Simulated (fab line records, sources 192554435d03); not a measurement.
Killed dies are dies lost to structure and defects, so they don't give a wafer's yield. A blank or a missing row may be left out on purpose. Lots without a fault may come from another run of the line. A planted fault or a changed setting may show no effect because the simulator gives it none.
A struck lot beside a sound one | flow n5_finfet | 36 steps out of a route of 1938
Sound: wafers L208.1, L208.4, L208.5. Struck: wafer L196.3. (L196.5 of the same lot was not struck and is left out.) The cause comes at the end.
At each step with rows: each side's tool, then ch and its chambers, then its first start. Under that, the readings that differ: sound wafers | struck wafers | difference of the means | sigmas: that difference in standard deviations of wafers without a fault.
alike: readings whose means differ by less than 2 such deviations, and words and numbers that are the same on both sides. not compared: withheld readings, readings that some wafer has no value for, bounds like >300 that may hide the same value, and numbers for which the record gives no deviation and whose values overlap.
The two part at a step that has a row with sigmas, a row that says differs or no value, or rows on one side only. Numbers that don't overlap but have no deviation are shown without sigmas and don't part them. A reading that every wafer of one side lacks parts them only if that side has two wafers or more.

first, 9 steps without rows for these wafers: N5_BEOL_M4_ANNEAL_95 (time 240 s); N5_BEOL_M4_SPUTTER_96 (material Cu, target thk 4.5 nm, time 8.29 s); N5_BEOL_M4_ECD_50 (material Cu, target thk 300 nm); N5_BEOL_M4_ANNEAL_51 (time 90 s); N5_BEOL_M4_CMP_52 (polishes, stops on SiOC, t overpolish 6.8 s, target thk 40 nm); N5_BEOL_M4_PRE_CLEAN_60 (time 15 s); N5_BEOL_M4_CO_CAP_55 (material Co, precursor CCTBA/H2, target thk 2 nm, time 102.1 s); N5_BEOL_M4_PRE_CLEAN_56 (time 15 s); N5_BEOL_M4_DEP_57 (deposits SiCN from 3MS/NH3, target thk 8 nm, time 14 s).
N5_BEOL_M4_RC_MEAS_101:
  sound on prober-01 ch 0, day 14 09:37; struck on prober-01 ch 0, day 11 15:01
  reading        | sound          | struck | difference | sigmas
  DIBL_N (mV/V)  | 39.1 36.1 35.1 | 40.7   | +3.9       | +2
  IOFF_P (nA/um) | 0.32 0.24 0.24 | 0.41   | +0.14      | +3
  SS_P (mV/dec)  | 74.5 73.4 72.7 | 75.3   | +1.8       | +3
  alike: DIBL_P, IOFF_N, ION_N, ION_P, SS_N, VT_N, VT_P
then, 24 steps without rows for these wafers: N5_BEOL_M5_ILD_DEP_00 (deposits SiCOH lowk from DEMS/porogen, target thk 140.64 nm, time 25.9 s); N5_BEOL_M5_CURE_79 (cures SiCOH lowk, time 240 s); N5_BEOL_M5_PECVD_70 (deposits SiO2 from TEOS/O2, target thk 16 nm, time 18 s); N5_BEOL_M5_HM_DEP_02 (deposits TiN, target thk 20 nm); N5_BEOL_M5_COAT_59 (time 60 s, resist thk 60 nm); N5_BEOL_M5_COAT_60 (time 60 s, resist thk 12 nm); N5_BEOL_M5_COAT_71 (time 60 s, resist thk 5 nm); N5_BEOL_M5_COAT_05 (resist thk 30 nm); N5_BEOL_M5_EBR_07; N5_BEOL_M5_SOFTBAKE_06 (time 60 s); N5_BEOL_M5_EXPOSE_08 (exposes mask M5, target cd 28 nm); N5_BEOL_M5_PEB_09 (peb time 60 s); N5_BEOL_M5_DEVELOP_10 (develop time 30 s); N5_BEOL_M5_DESCUM_16 (chemistry O2, time 7 s); N5_BEOL_M5_ETCH_72 (etches underlayer in N2/H2, target depth 6.5 nm, time 5.2 s); N5_BEOL_M5_ETCH_61 (etches SiARC in CF4, target depth 15.6 nm, time 26 s); N5_BEOL_M5_ETCH_62 (etches SOC in N2/H2, target depth 75 nm, overetch 15 nm, time 112.5 s); N5_BEOL_M5_STRIP_63 (strips in N2/H2); N5_BEOL_M5_STRIP_73 (strips in N2/H2); N5_BEOL_M5_STRIP_64 (strips in CF4); N5_BEOL_M5_HM_OPEN_17 (chemistry Cl2/BCl3, target TiN, target depth 20 nm, overetch 6 nm); N5_BEOL_M5_STRIP_19 (strips in O2); N5_BEOL_M5_COAT_65 (time 60 s, resist thk 60 nm); N5_BEOL_M5_COAT_66 (time 60 s, resist thk 12 nm).
-- the record jumps here: 3 days lie between the struck wafers' starts before and after (it left off in module BEOL_M5 and takes up again in module BEOL_M11, whose first step shown is number 1575 of the route) --
N5_BEOL_M11_VIA_ETCH_34: etches SiCOH lowk in C4F6/O2, target depth 184.5 nm, time 69.2 s.
  sound on rie_diel-01 ch 0,2,3, day 16 12:59; struck on rie_diel-05 ch 1, day 14 12:37
  reading                                   | sound             | struck | difference | sigmas
  model.etch.depth_nm (nm)                  | 186.6 184.1 189.6 | 136.5  | -50.3      |
  model.SOC_of_BEOL_M11_COAT_63.thk_nm (nm) | 91.6 92 91.4      | 93.8   | +2.1       |
  alike: drypump_motor_current_A, oes_product_au, rf_vpp_V, showerhead_plenum_p_Torr, throttle_valve_pct
  not compared: rf_hours_counter_h
-- the record jumps here: 2 days lie between the struck wafers' starts before and after (it left off in module BEOL_M11 and takes up again in module PASSIVATION, whose first step shown is number 1936 of the route) --
N5_PASSIVATION_PROBE_49:
  the record has rows for the struck wafers here (prober-01, day 16 12:52) and none for the sound ones

WHERE THEY PART
First at N5_BEOL_M4_RC_MEAS_101; last, within this record, at N5_PASSIVATION_PROBE_49.

WHY: what the simulator had put in
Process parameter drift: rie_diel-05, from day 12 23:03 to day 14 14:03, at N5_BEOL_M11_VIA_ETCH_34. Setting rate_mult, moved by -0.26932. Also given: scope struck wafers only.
